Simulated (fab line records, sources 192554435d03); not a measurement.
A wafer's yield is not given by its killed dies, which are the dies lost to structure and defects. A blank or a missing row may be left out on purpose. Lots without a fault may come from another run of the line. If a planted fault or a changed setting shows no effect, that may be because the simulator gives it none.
Which tool is to blame? :: flow n5 finfet :: 18 wafers from 6 lots sampled at 3 of the route's 1938 steps

## WHAT THE GAUGES READ, wafer by wafer
N5_PASSIVATION_OVL_MEAS_66.
lot: L921
measured: day 13 20:26
on: overlay-02
PASS_OPEN_OVL (nm): -3 2 -5

lot: L923
measured: day 14 08:14
on: overlay-01
PASS_OPEN_OVL (nm): 5 7 -2

lot: L925
measured: day 15 14:17
on: overlay-02
PASS_OPEN_OVL (nm): -8 -3 -3

lot: L929
measured: day 16 12:35
on: overlay-01
PASS_OPEN_OVL (nm): -4 -3 -11

lot: L936
measured: day 18 00:59
on: overlay-01
PASS_OPEN_OVL (nm): -5 5 -2

lot: L942
measured: day 19 10:02
on: overlay-02
PASS_OPEN_OVL (nm): 6 5 5

## WHAT TOOL EACH LOT RAN ON (gives the tool, then ch and the chambers of the sampled wafers, and finally the start)
lot: L921
N5_HKMG_FIN_ETCHBACK_68: rie metal-02 ch 0,1, day 4 13:17
N5_PASSIVATION_PRE_CLEAN_19: pvd sputter-03, day 13 17:41

lot: L923
N5_HKMG_FIN_ETCHBACK_68: rie metal-01 ch 0,1, day 5 00:20
N5_PASSIVATION_PRE_CLEAN_19: pvd sputter-01, day 14 05:43

lot: L925
N5_HKMG_FIN_ETCHBACK_68: rie metal-01 ch 0,1, day 5 10:58
N5_PASSIVATION_PRE_CLEAN_19: pvd sputter-01, day 15 00:22

lot: L929
N5_HKMG_FIN_ETCHBACK_68: rie metal-01 ch 0,1, day 6 11:40
N5_PASSIVATION_PRE_CLEAN_19: pvd sputter-02, day 16 09:53

lot: L936
N5_HKMG_FIN_ETCHBACK_68: rie metal-02 ch 0,1, day 8 04:52
N5_PASSIVATION_PRE_CLEAN_19: pvd sputter-03, day 17 22:03

lot: L942
N5_HKMG_FIN_ETCHBACK_68: rie metal-03 ch 0, day 9 18:46
N5_PASSIVATION_PRE_CLEAN_19: pvd sputter-02, day 19 07:17
- N5_HKMG_FIN_ETCHBACK_68: etches the open film in Cl2/Ar, stops on HfO2, target depth 0.5 nm.
- N5_PASSIVATION_PRE_CLEAN_19

## THE ANSWER, worked out from the rows above alone
Rule: what is usual is taken from the lots themselves. Put in order of their means at a reading, lots are off if they are a third of the lots or fewer, leave a main group of 4 or more, and stand apart from it by a gap of 3 or more times the standard deviation of the main group's means; of several such gaps the widest counts. The tables above print the reading to a certain number of digits; a main group whose means all agree to those digits is not used. A lot without any number at a reading at which 4 lots or more have one is off too. The other lots that the step has rows for count as sound.
Nothing can be told from this: no lot is off at any reading shown.

## WHAT HAD BEEN PUT IN BY THE SIMULATOR
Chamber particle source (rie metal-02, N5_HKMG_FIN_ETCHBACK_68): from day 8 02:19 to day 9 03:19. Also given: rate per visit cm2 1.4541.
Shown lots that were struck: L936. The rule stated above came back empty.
